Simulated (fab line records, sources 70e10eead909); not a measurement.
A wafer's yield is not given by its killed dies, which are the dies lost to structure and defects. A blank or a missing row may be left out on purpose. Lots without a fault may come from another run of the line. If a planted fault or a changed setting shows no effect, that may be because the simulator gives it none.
Matching of chambers / flow nand-harc / NHARC_A_STAIRCASE_DEP_301 on pecvd-04 has 3 sister chambers
The step deposits SiON, target thk 30 nm. 14 wafers are shown with their chamber, then 7 later ones without.

== EACH WAFER AND ITS CHAMBER ==
wafer=L080.1; chamber=1; heater-power-w (W)=703
wafer=L080.2; chamber=2; heater-power-w (W)=705
wafer=L080.4; chamber=0; heater-power-w (W)=693
wafer=L080.3; chamber=0; heater-power-w (W)=698
wafer=L080.5; chamber=1; heater-power-w (W)=723
wafer=L080.6; chamber=2; heater-power-w (W)=707
wafer=L088.1; chamber=1; heater-power-w (W)=854
wafer=L088.5; chamber=1; heater-power-w (W)=843
wafer=L088.6; chamber=0; heater-power-w (W)=703
wafer=L087.1; chamber=0; heater-power-w (W)=649
wafer=L087.2; chamber=2; heater-power-w (W)=730
wafer=L087.6; chamber=0; heater-power-w (W)=637
wafer=L087.3; chamber=1; heater-power-w (W)=824
wafer=L087.4; chamber=1; heater-power-w (W)=850

SIGNATURES (means of the wafers above)
reading=heater-power-w; chamber 0=676.00; chamber 1=799.50; chamber 2=714.00; scatter within a chamber=49.8
Rule: a wafer's distance from a chamber is the root of the sum, over the readings, of the square of ((its reading less the chamber's mean) divided by the reading's scatter). The wafer belongs to the nearest chamber; if the next one is less than 2 further off, it can't be placed. How the scatter is found: for the shown wafers, subtract from each reading the mean of its chamber, square and add these, divide the total by (wafers less chambers), then take the root.

== WAFERS WHOSE CHAMBER IS MISSING ==
wafer=L087.5; heater-power-w (W)=723
wafer=L089.2; heater-power-w (W)=675
wafer=L089.3; heater-power-w (W)=813
wafer=L089.5; heater-power-w (W)=702
wafer=L096.1; heater-power-w (W)=583
wafer=L096.2; heater-power-w (W)=648
wafer=L096.3; heater-power-w (W)=772

== WHICH CHAMBER EACH WENT THROUGH ==
wafer=L087.5; from the rows above=can't be placed: 2 or 0 or 1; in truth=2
wafer=L089.2; from the rows above=can't be placed: 0 or 2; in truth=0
wafer=L089.3; from the rows above=can't be placed: 1 or 2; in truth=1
wafer=L089.5; from the rows above=can't be placed: 2 or 0 or 1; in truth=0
wafer=L096.1; from the rows above=can't be placed: 0 or 2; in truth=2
wafer=L096.2; from the rows above=can't be placed: 0 or 2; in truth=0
wafer=L096.3; from the rows above=can't be placed: 1 or 2 or 0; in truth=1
Correct placement for 0 of the 7. Unplaceable from these rows: 7, with the true chamber sitting among the candidates in 7. Placed wrongly: 0.
